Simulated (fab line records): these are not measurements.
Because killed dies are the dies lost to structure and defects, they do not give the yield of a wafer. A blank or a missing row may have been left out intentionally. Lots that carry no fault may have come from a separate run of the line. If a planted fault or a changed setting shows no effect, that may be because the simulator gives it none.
Chamber matching + flow nand-harc + NHARC_A_M0_PRE_CLEAN_31 on pecvd-03 has 3 sister chambers
The step time 12 s. 6 wafers are shown with their chamber, then 9 later ones without.

== WAFERS WITH THEIR CHAMBER ==
| wafer  | chamber | heater-power-w (W) |
|--------|---------|--------------------|
| L082.1 | 0       | 657                |
| L082.5 | 1       | 668                |
| L082.6 | 2       | 589                |
| L085.1 | 1       | 767                |
| L085.4 | 2       | 665                |
| L085.6 | 0       | 643                |

== WAFERS MISSING THEIR CHAMBER ==
| wafer  | heater-power-w (W) |
|--------|--------------------|
| L094.1 | 631                |
| L094.2 | 693                |
| L094.3 | 657                |
| L094.4 | 656                |
| L094.5 | 638                |
| L094.6 | 698                |
| L097.1 | 616                |
| L097.3 | 662                |
| L097.5 | 627                |

== THE CHAMBER EACH PASSED THROUGH ==
| wafer  | from the rows above          | in truth |
|--------|------------------------------|----------|
| L094.1 | can't be placed: 2 or 0 or 1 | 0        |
| L094.2 | can't be placed: 1 or 0 or 2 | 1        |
| L094.3 | can't be placed: 0 or 2 or 1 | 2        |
| L094.4 | can't be placed: 0 or 2 or 1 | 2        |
| L094.5 | can't be placed: 2 or 0 or 1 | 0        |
| L094.6 | can't be placed: 1 or 0 or 2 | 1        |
| L097.1 | can't be placed: 2 or 0 or 1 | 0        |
| L097.3 | can't be placed: 0 or 2 or 1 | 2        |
| L097.5 | can't be placed: 2 or 0 or 1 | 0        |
0 of 9 placed correctly. Cannot be placed on the basis of these rows: 9; the candidates contain the true chamber in 9. Wrongly placed: 0.
How it was worked out, from the rows above alone: a wafer's distance from a chamber is the root of the sum, over the readings, of the square of ((its reading less the chamber's mean) divided by the reading's scatter). The wafer belongs to the nearest chamber; if the next one is less than 2 further off, it can't be placed. For every chamber, the mean is computed from those of its wafers that are shown. The scatter: the root of (the sum of the squares of (reading less its chamber's mean) over the shown wafers, divided by (wafers less chambers)).
